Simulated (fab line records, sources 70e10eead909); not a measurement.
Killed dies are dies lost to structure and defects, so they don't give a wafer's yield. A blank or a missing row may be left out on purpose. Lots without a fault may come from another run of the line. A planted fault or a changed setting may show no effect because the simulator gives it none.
Which tool did it? | flow nand_harc | 12 lots, 36 wafers sampled, at 5 steps of a route of 1159

WHAT THE GAUGES READ, wafer by wafer
NHARC_END_SORT_01. Usual: killed_at_array 27, standard deviation 11; killed_at_other 0.6, standard deviation 1; killed_at_periphery 3.0, standard deviation 2.1; killed_dies 31, standard deviation 12; killed_open 3.2, standard deviation 1.7; killed_short 1.7, standard deviation 1.4.
lot  | measured     | on        | killed_at_array | killed_at_other | killed_at_periphery | killed_dies | killed_open | killed_short | flag
L491 | day 20 06:16 | prober-01 | 23 23 21        | 1 0 1           | 1 2 1               | 25 25 23    | 4 3 2       | 1 1 1        |
L495 | day 20 20:29 | prober-02 | 19 30 27        | 2 0 3           | 2 2 4               | 23 32 34    | 4 5 4       | 1 0 2        |
L497 | day 21 03:04 | prober-01 | 20 14 21        | 0 0 0           | 4 0 2               | 24 14 23    | 4 0 2       | 4 1 1        |
L499 | day 22 02:11 | prober-02 | 29 28 27        | 1 0 0           | 3 7 3               | 33 35 30    | 2 3 2       | 3 3 1        |
L500 | day 21 10:00 | prober-02 | 32 24 25        | 0 0 1           | 2 1 2               | 34 25 28    | 7 3 2       | 0 2 2        |
L503 | day 22 16:02 | prober-01 | 42 35 46        | 0 0 0           | 4 3 5               | 46 38 51    | 4 0 4       | 1 0 5        |
L505 | day 23 12:03 | prober-02 | 672 673 674     | 0 1 1           | 5 3 2               | 677 677 677 | 4 6 7       | 3 2 1        | OFF
L507 | day 23 12:49 | prober-01 | 672 670 670     | 4 3 2           | 1 4 5               | 677 677 677 | 1 4 0       | 2 2 1        | OFF
L510 | day 24 14:32 | prober-02 | 25 27 27        | 0 0 0           | 3 4 2               | 28 31 29    | 2 6 3       | 3 2 1        |
L511 | day 24 12:21 | prober-01 | 49 50 45        | 0 1 0           | 6 2 5               | 55 53 50    | 5 2 6       | 1 3 2        |
L513 | day 25 12:46 | prober-02 | 19 23 26        | 1 4 3           | 2 1 2               | 22 28 31    | 6 0 6       | 1 2 0        |
L514 | day 26 19:52 | prober-02 | 29 19 19        | 2 2 0           | 1 2 2               | 32 23 21    | 2 2 2       | 3 1 3        |

WHICH TOOL RAN EACH LOT (tool, then ch and the chambers of the sampled wafers, then the start)
lot  | NHARC_A_STAIRCASE_STRIP_475                   | NHARC_A_SGD_CUT_DESCUM_14          | NHARC_A_SGD_CUT_ETCH_15            | NHARC_A_SGD_CUT_CMP_21
L491 | rie_diel-11 ch 0,1, day 13 22:52 or earlier   | rie_diel-06 ch 1,2, day 13 22:52   | rie_diel-06 ch 0,2,3, day 13 23:21 | cmp-03 ch 1,2, day 14 05:34
L495 | rie_diel-11 ch 1,2,3, day 14 11:13 or earlier | rie_diel-13 ch 0,1,2, day 14 11:13 | rie_diel-13 ch 0,1,2, day 14 11:41 | cmp-01 ch 0,2,3, day 14 16:09
L497 | rie_diel-11 ch 0,2,3, day 15 13:47 or earlier | rie_diel-05 ch 0,3, day 15 13:47   | rie_diel-05 ch 0,1, day 15 14:15   | cmp-03 ch 0,2,3, day 15 19:09
L499 | rie_diel-12 ch 0,1,3, day 16 02:58 or earlier | rie_diel-13 ch 2,3, day 16 02:58   | rie_diel-13 ch 2,3, day 16 03:41   | cmp-01 ch 0,1, day 16 08:27
L500 | rie_diel-11 ch 0,1,2, day 16 03:11 or earlier | rie_diel-05 ch 1,2,3, day 16 03:11 | rie_diel-05 ch 0,1,3, day 16 03:43 | cmp-04 ch 0,1,2, day 16 08:23
L503 | rie_diel-11 ch 0,1,2, day 17 04:15 or earlier | rie_diel-05 ch 0,1,2, day 17 04:15 | rie_diel-05 ch 1,2,3, day 17 04:44 | cmp-04 ch 1,3, day 17 08:49
L505 | rie_diel-02 ch 2,3, day 17 16:51 or earlier   | rie_diel-05 ch 2,3, day 17 16:51   | rie_diel-05 ch 1,2,3, day 17 17:20 | cmp-01 ch 1,2,3, day 18 05:08
L507 | rie_diel-12 ch 1,2, day 17 23:19 or earlier   | rie_diel-05 ch 0,2,3, day 17 23:19 | rie_diel-05 ch 0,1,2, day 17 23:47 | cmp-03 ch 1,2, day 18 05:10
L510 | rie_diel-02 ch 1,2,3, day 19 00:52 or earlier | rie_diel-05 ch 2,3, day 19 00:52   | rie_diel-05 ch 1,2,3, day 19 01:25 | cmp-01 ch 1,2,3, day 19 06:39
L511 | rie_diel-11 ch 0,1,3, day 18 23:35            | rie_diel-06 ch 1,2,3, day 19 01:12 | rie_diel-06 ch 0,1,2, day 19 01:43 | cmp-03 ch 1,2,3, day 19 06:39
L513 | rie_diel-02 ch 1,2, day 20 03:13 or earlier   | rie_diel-05 ch 0,1,2, day 20 03:13 | rie_diel-05 ch 0,1,3, day 20 03:42 | cmp-01 ch 0,2, day 20 10:39
L514 | rie_diel-12 ch 1,3, day 20 02:28              | rie_diel-05 ch 1,3, day 20 04:13   | rie_diel-05 ch 0,2, day 20 04:42   | cmp-01 ch 0,1, day 20 10:47
- NHARC_A_STAIRCASE_STRIP_475: strips in O2, time 20 s.
- NHARC_A_SGD_CUT_DESCUM_14: chemistry O2, time 3 s.
- NHARC_A_SGD_CUT_ETCH_15: etches the open film in CH3F/O2, target depth 75 nm, time 64.3 s.
- NHARC_A_SGD_CUT_CMP_21: polishes, target thk 148.19 nm.

WHAT THE TOOLS THEMSELVES READ (means of the sampled wafers that have a number; where no wafer has one, the mark that the record gives instead)
NHARC_A_STAIRCASE_STRIP_475. Usual: drypump_motor_current_A 5.9 A, standard deviation 0.5; oes_product_au 1.000 a.u., standard deviation 0.0089; rf_vpp_V 57.8 V, standard deviation 1; showerhead_plenum_p_Torr 3.51 Torr, standard deviation 0.16; throttle_valve_pct 17.036 %, standard deviation 0.0096.
lot  | tool        | drypump_motor_current_A (A) | oes_product_au (a.u.) | rf_vpp_V (V) | showerhead_plenum_p_Torr (Torr) | throttle_valve_pct (%) | flag
L491 | rie_diel-11 | 5.9                         | 1.001                 | 57.3         | 3.40                            | 17.043                 |
L495 | rie_diel-11 | 5.8                         | 1.002                 | 57.4         | 3.49                            | 17.043                 |
L497 | rie_diel-11 | 6.1                         | 0.995                 | 57.1         | 3.36                            | 17.039                 |
L499 | rie_diel-12 | 6.0                         | 0.991                 | 57.4         | 3.49                            | 17.032                 |
L500 | rie_diel-11 | 5.7                         | 1.006                 | 56.7         | 3.43                            | 17.037                 |
L503 | rie_diel-11 | 5.7                         | 1.007                 | 58.0         | 3.61                            | 17.038                 |
L505 | rie_diel-02 | 5.9                         | 0.997                 | 57.3         | 3.69                            | 17.037                 |
L507 | rie_diel-12 | 5.5                         | 0.999                 | 58.5         | 3.51                            | 17.037                 |
L510 | rie_diel-02 | 6.1                         | 0.996                 | 58.2         | 3.62                            | 17.029                 |
L511 | rie_diel-11 | 6.0                         | 0.995                 | 57.8         | 3.61                            | 17.039                 |
L513 | rie_diel-02 | 6.3                         | 0.999                 | 59.1         | 3.55                            | 17.043                 |
L514 | rie_diel-12 | 5.6                         | 1.008                 | 57.9         | 3.51                            | 17.028                 |

NHARC_A_SGD_CUT_DESCUM_14. Usual: drypump_motor_current_A 5.9 A, standard deviation 0.48; oes_product_au 1.004 a.u., standard deviation 0.01; rf_vpp_V 57.8 V, standard deviation 0.96; showerhead_plenum_p_Torr 1.95 Torr, standard deviation 0.093; throttle_valve_pct 11.312 %, standard deviation 0.0086.
lot  | tool        | drypump_motor_current_A (A) | oes_product_au (a.u.) | rf_vpp_V (V) | showerhead_plenum_p_Torr (Torr) | throttle_valve_pct (%) | flag
L491 | rie_diel-06 | 5.8                         | 1.002                 | 58.4         | 1.93                            | 11.311                 |
L495 | rie_diel-13 | 5.7                         | 0.998                 | 57.0         | 1.84                            | 11.311                 |
L497 | rie_diel-05 | 6.0                         | 1.010                 | 58.4         | 1.96                            | 11.312                 |
L499 | rie_diel-13 | 5.5                         | 0.994                 | 57.4         | 1.88                            | 11.308                 |
L500 | rie_diel-05 | 6.2                         | 1.000                 | 58.2         | 2.00                            | 11.318                 |
L503 | rie_diel-05 | 5.8                         | 1.006                 | 57.3         | 1.91                            | 11.311                 |
L505 | rie_diel-05 | 6.4                         | 1.015                 | 57.4         | 2.04                            | 11.320                 |
L507 | rie_diel-05 | 6.0                         | 1.011                 | 57.2         | 1.95                            | 11.310                 |
L510 | rie_diel-05 | 6.4                         | 1.005                 | 58.4         | 2.04                            | 11.312                 |
L511 | rie_diel-06 | 5.9                         | 0.998                 | 57.2         | 1.96                            | 11.312                 |
L513 | rie_diel-05 | 5.8                         | 1.011                 | 57.2         | 1.91                            | 11.310                 |
L514 | rie_diel-05 | 6.2                         | 1.010                 | 57.8         | 2.01                            | 11.314                 |

NHARC_A_SGD_CUT_ETCH_15. Usual: bias_w 99.97 W, standard deviation 0.28; ch3f_flow_sccm 49.99 sccm, standard deviation 0.16; drypump_motor_current_A 5.9 A, standard deviation 0.47; oes_product_au 0.965 a.u., standard deviation 0.02; rf_vpp_V 264.4 V, standard deviation 2; showerhead_plenum_p_Torr 2.50 Torr, standard deviation 0.11; throttle_valve_pct 20.662 %, standard deviation 0.0096.
lot  | tool        | bias_w (W) | ch3f_flow_sccm (sccm) | drypump_motor_current_A (A) | oes_product_au (a.u.) | rf_vpp_V (V) | showerhead_plenum_p_Torr (Torr) | throttle_valve_pct (%) | flag
L491 | rie_diel-06 | 100.01     | 50.00                 | 6.2                         | 0.978                 | 264.1        | 2.49                            | 20.667                 |
L495 | rie_diel-13 | 99.95      | 50.07                 | 5.7                         | 0.960                 | 261.7        | 2.36                            | 20.660                 |
L497 | rie_diel-05 | 99.97      | 50.00                 | 5.6                         | 0.983                 | 262.1        | 2.42                            | 20.653                 |
L499 | rie_diel-13 | 99.90      | 49.87                 | 5.6                         | 0.957                 | 262.2        | 2.42                            | 20.671                 |
L500 | rie_diel-05 | 100.01     | 50.06                 | 5.8                         | 0.974                 | 263.8        | 2.47                            | 20.667                 |
L503 | rie_diel-05 | 100.10     | 50.03                 | 6.2                         | 0.982                 | 266.3        | 2.57                            | 20.667                 |
L505 | rie_diel-05 | -          | -                     | -                           | -                     | -            | -                               | -                      | OFF
L507 | rie_diel-05 | -          | -                     | -                           | -                     | -            | -                               | -                      | OFF
L510 | rie_diel-05 | 100.27     | 50.18                 | 6.2                         | 0.972                 | 265.8        | 2.57                            | 20.656                 |
L511 | rie_diel-06 | 99.77      | 50.06                 | 5.9                         | 0.977                 | 263.8        | 2.49                            | 20.652                 |
L513 | rie_diel-05 | 99.96      | 50.01                 | 5.8                         | 0.980                 | 263.9        | 2.46                            | 20.656                 |
L514 | rie_diel-05 | 99.99      | 49.99                 | 6.0                         | 0.960                 | 264.1        | 2.50                            | 20.657                 |

NHARC_A_SGD_CUT_CMP_21. Usual: motor_current_A 12.2 A, standard deviation 1.2; pad_life_wafers 295, standard deviation 140; time_to_endpoint_s 48 s, standard deviation 3.4.
lot  | tool   | motor_current_A (A) | pad_life_wafers | time_to_endpoint_s (s) | flag
L491 | cmp-03 | 12.6                | 258             | 57                     |
L495 | cmp-01 | 11.8                | 212             | 47                     |
L497 | cmp-03 | 12.1                | 494             | 50                     |
L499 | cmp-01 | 11.4                | 432             | 44                     |
L500 | cmp-04 | 12.6                | 332             | 44                     |
L503 | cmp-04 | 14.0                | 487             | 43                     |
L505 | cmp-01 | 11.4                | 134             | 52                     |
L507 | cmp-03 | 12.5                | 228             | 51                     |
L510 | cmp-01 | 11.5                | 290             | 49                     |
L511 | cmp-03 | 11.8                | 397             | 50                     |
L513 | cmp-01 | 12.0                | 433             | 47                     |
L514 | cmp-01 | 11.9                | 438             | 43                     |

THE ANSWER, worked out from the rows above alone
Rule: a lot is off if the mean of its wafers that have a number lies more than 3 standard deviations from the usual mean. A lot without any number at a reading at which 4 lots or more have one is off too. The other lots that the step has rows for count as sound. The gauges are gone through in route order, then the tools' own readings, and for those a lot's mean is taken as printed above. The first step at which some lot is off is used, and at that step the reading that is off furthest; a lot without a number counts as furthest.
Off: L505, L507, at NHARC_END_SORT_01 (killed_at_array).
A tool fits if, at a process step before that reading, it ran every lot that is off, and no sound lot after the first of them. The gauges at NHARC_END_SORT_01 aren't tried: what is off there is off at NHARC_A_SGD_CUT_ETCH_15 too, on other tools, and a gauge's error can't cause that. NHARC_A_STAIRCASE_STRIP_475 gives no start for some lots, so the hours and the order of its lots are those of NHARC_A_SGD_CUT_DESCUM_14. None of those tried fits.

WHAT THE SIMULATOR HAD PUT IN
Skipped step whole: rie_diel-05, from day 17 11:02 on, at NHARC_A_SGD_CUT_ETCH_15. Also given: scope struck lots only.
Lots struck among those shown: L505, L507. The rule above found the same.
